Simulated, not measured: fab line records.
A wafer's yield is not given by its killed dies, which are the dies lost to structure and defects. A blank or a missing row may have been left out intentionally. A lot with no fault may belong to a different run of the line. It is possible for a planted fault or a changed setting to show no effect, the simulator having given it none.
Split-lot study    flow n5 finfet    21 wafers read across 7 lots, on a route 1938 steps long

== THE SPLIT ==
At N5_SD_ACTIVATION_LSA_01 (time 0.0008 s), the setting temp c was moved away from the recipe's 1080 C on 6 of the 21 wafers read, by -2.9% to +1.8%. All remaining wafers had this setting at the recipe value.

No step appears in the file between the split and the reading.

== THE READING ==
RS_SD_N, in ohm/sq, at N5_SD_ACTIVATION_RS_MEAS_03 (measures by four-point-probe). Typical for fault-free wafers on this fab line: 21.91 ohm/sq, with standard deviation 0.25 ohm/sq.

wafer   tool, chamber at the split  temp c as run, C  against the recipe  RS_SD_N, ohm/sq  against lot-mates on the recipe
L076.3  laser anneal-02, 0          1080              recipe              21.77            -
L076.4  laser anneal-02, 0          1049              -2.9%               25.47            +3.73
L076.5  laser anneal-02, 0          1080              recipe              21.72            -
L077.4  laser anneal-02, 0          1080              recipe              22.02            -
L077.5  laser anneal-02, 0          1080              recipe              22.29            -
L077.6  laser anneal-02, 0          1080              recipe              22.07            -
L083.1  laser anneal-02, 0          1080              recipe              21.46            -
L083.5  laser anneal-02, 0          1052              -2.6%               24.65            +3.19
L083.6  laser anneal-02, 0          1052              -2.6%               24.56            +3.10
L085.1  laser anneal-02, 0          1099              +1.8%               19.88            -2.29
L085.2  laser anneal-02, 0          1080              recipe              22.29            -
L085.4  laser anneal-02, 0          1080              recipe              22.04            -
L088.1  laser anneal-01, 0          1080              recipe              22.21            -
L088.2  laser anneal-01, 0          1080              recipe              22.09            -
L088.3  laser anneal-01, 0          1080              recipe              21.72            -
L090.1  laser anneal-01, 0          1080              recipe              21.65            -
L090.2  laser anneal-01, 0          1080              recipe              21.42            -
L090.3  laser anneal-01, 0          1080              recipe              21.43            -
L092.1  laser anneal-01, 0          1067              -1.2%               23.42            +1.22
L092.2  laser anneal-01, 0          1080              recipe              22.20            -
L092.6  laser anneal-01, 0          1067              -1.2%               23.43            +1.23

FIT RESULTS
A straight line over all 21 wafers: RS_SD_N changes by -1.14 ohm/sq for each +1% of temp c; r = -0.97; the points scatter about the line by 0.29 ohm/sq.
The same after taking each lot's own level away (the mean of its wafers on the recipe; 21 wafers): -1.24 ohm/sq for each +1%; r = -0.99; scatter 0.15 ohm/sq.
On that fit, the largest move of temp c shifts the reading by 3.5 ohm/sq.
The span of the lots' own levels, 21.460 to 22.200 ohm/sq, comes to 3.0 times the standard deviation stated above.
Consequently the slope shifts little with the lot-to-lot level, the two slopes agreeing.
Check: with one of the wafers moved furthest among these (-2.9%) left out of the fit, the line predicts +3.43 ohm/sq for it against its lot-mates. It came out at +3.73 ohm/sq against them.
Tool readings at the split's step, against how far the setting was moved: wafer_temp_C_max r = +1.00.

== OTHER SPLITS APPLIED TO THESE WAFERS ==
Note: prior to the reading, these wafers also went through further splits. Each is held against what the fit with the lots' levels taken away leaves over:
other split on the same wafers         wafers away from the commonest value  r with RS_SD_N (lot level and that fit taken away)
N5_WELL_APT_PEB_06 peb time s          6                                     +0.20
N5_WELL_APT_DEVELOP_07 develop time s  5                                     +0.18
N5_FIN_SAQP_PECVD_47 time s            8                                     -0.05
N5_FIN_SAQP_EXPOSE_13 dose mj          9                                     -0.04
N5_SD_EPI_N_ETCH_45 target depth a     10                                    +0.11
N5_SD_EPI_P_EPI_21 epi growth time s   7                                     -0.19

== THE WHOLE CHAIN: every reading that the file lists as answering this split, in the file's order ==
step                         what it does                  reading           change (the file's fit)               r (the file's)
N5_SD_ACTIVATION_LSA_01      time 0.0008 s                 wafer_temp_C_max  withheld for each +1% of the setting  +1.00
N5_SD_ACTIVATION_RS_MEAS_03  measures by four-point-probe  RS_SD_N           -1.25 for each +1% of the setting     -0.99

== FILE'S OWN FIT ==
RS_SD_N changes by -1.25 ohm/sq for each +1% of temp c, r = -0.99.
